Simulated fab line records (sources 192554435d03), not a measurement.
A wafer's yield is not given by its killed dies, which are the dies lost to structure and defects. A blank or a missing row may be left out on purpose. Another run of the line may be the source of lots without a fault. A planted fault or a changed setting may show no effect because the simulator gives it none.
Split-lot study -- flow n5Finfet -- 21 wafers read across 7 lots, on a route 1938 steps long

## ON THE SPLIT
At N5_BEOL_M3_ETCH_41 (etches SiCN in CH3F/O2, target depth 29.9 nm, time 52.5 s), the setting targetDepthA was moved away from the recipe's 299 angstrom on 8 of the 21 wafers read, by -11.1% to +11.0%. The other wafers ran this setting at the recipe's value.

The reading comes from the split's own step.

## THE READING
etch.depthNm (the simulator's own value, which no gauge read), in nm, at N5_BEOL_M3_ETCH_41 (etches SiCN in CH3F/O2, target depth 29.9 nm, time 52.5 s). The file gives no usual value for it. Across the 13 wafers here that went through the recipe, the average is 19.68 nm and the standard deviation 0.36 nm.

wafer,"tool, chamber at the split","targetDepthA as run, angstrom",against the recipe,"etch.depthNm, nm",against lot-mates on the recipe
L080.3,"rieDiel-02, 3",299,recipe,20.21,-
L080.4,"rieDiel-02, 1",312.1,+4.4%,21.02,+0.81
L080.5,"rieDiel-02, 2",312.1,+4.4%,20.22,+0.01
L079.4,"rieDiel-03, 1",299,recipe,19.13,-
L079.5,"rieDiel-03, 0",299,recipe,19.4,-
L079.6,"rieDiel-03, 3",299,recipe,19.58,-
L081.1,"rieDiel-02, 2",317.7,+6.3%,20.56,+0.84
L081.2,"rieDiel-02, 0",299,recipe,19.37,-
L081.4,"rieDiel-02, 3",299,recipe,20.07,-
L084.2,"rieDiel-02, 0",299,recipe,19.55,-
L084.3,"rieDiel-02, 1",299,recipe,20.24,-
L084.5,"rieDiel-02, 0",265.9,-11.1%,17.44,-2.45
L085.2,"rieDiel-03, 0",299,recipe,19.33,-
L085.5,"rieDiel-03, 2",299,recipe,19.96,-
L085.6,"rieDiel-03, 3",314.9,+5.3%,20.74,+1.09
L090.1,"rieDiel-03, 2",299,recipe,20.07,-
L090.2,"rieDiel-03, 0",299,recipe,19.35,-
L090.5,"rieDiel-03, 2",283.5,-5.2%,18.71,-1.00
L092.1,"rieDiel-06, 2",332,+11.0%,22.2,+2.65
L092.3,"rieDiel-06, 1",332,+11.0%,21.48,+1.93
L092.5,"rieDiel-06, 0",299,recipe,19.55,-

THE FIT
A straight line over all 21 wafers: etch.depthNm changes by +0.195 nm for each +1% of targetDepthA; r = +0.94; the points scatter about the line by 0.36 nm.
The same after taking each lot's own level away (the mean of its wafers on the recipe; 21 wafers): +0.199 nm for each +1%; r = +0.94; scatter 0.34 nm.
According to that fit, moving targetDepthA by its largest amount changes the reading by 2.2 nm.
The span of the lots' own levels, 19.370 to 20.210 nm, comes to 2.3 times the standard deviation stated above.
So the lot-to-lot level changes the slope little: the two slopes agree.
Check: for one of the wafers moved furthest among these (-11.1%), held out of the fit, the line's prediction against its lot-mates is -2.15 nm. Against them it came out at -2.45 nm.

## OTHER SPLITS APPLIED TO THESE WAFERS
Before the reading, these wafers also passed through other splits. Each is held against what the fit with the lots' levels taken away leaves over:
other split on the same wafers,wafers away from the commonest value,r with etch.depthNm (lot level and that fit taken away)
N5_HKMG_FIN_ETCH_54 sourceW,7,-0.13
N5_GATE_CUT_COAT_27 spinRpm,10,-0.06
N5_GATE_CUT_DESCUM_18 timeS,6,-0.03
N5_MOL_CONTACT_COAG_ETCH_15 sourceW,6,+0.08
N5_MOL_CONTACT_COAG_ETCH_91 timeS,7,-0.14
N5_BEOL_M0_SAQP_COAT_08 spinRpm,8,-0.03
N5_BEOL_M0_SAQP_PEB_12 pebTimeS,8,-0.07
N5_BEOL_M1_EXPOSE_25 doseMj,7,+0.17
N5_BEOL_M3_TRENCH_ETCH_37 timeS,4,-0.33

## THE FILE'S OWN FIT
etch.depthNm changes by +0.197 nm for each +1% of targetDepthA, r = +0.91.
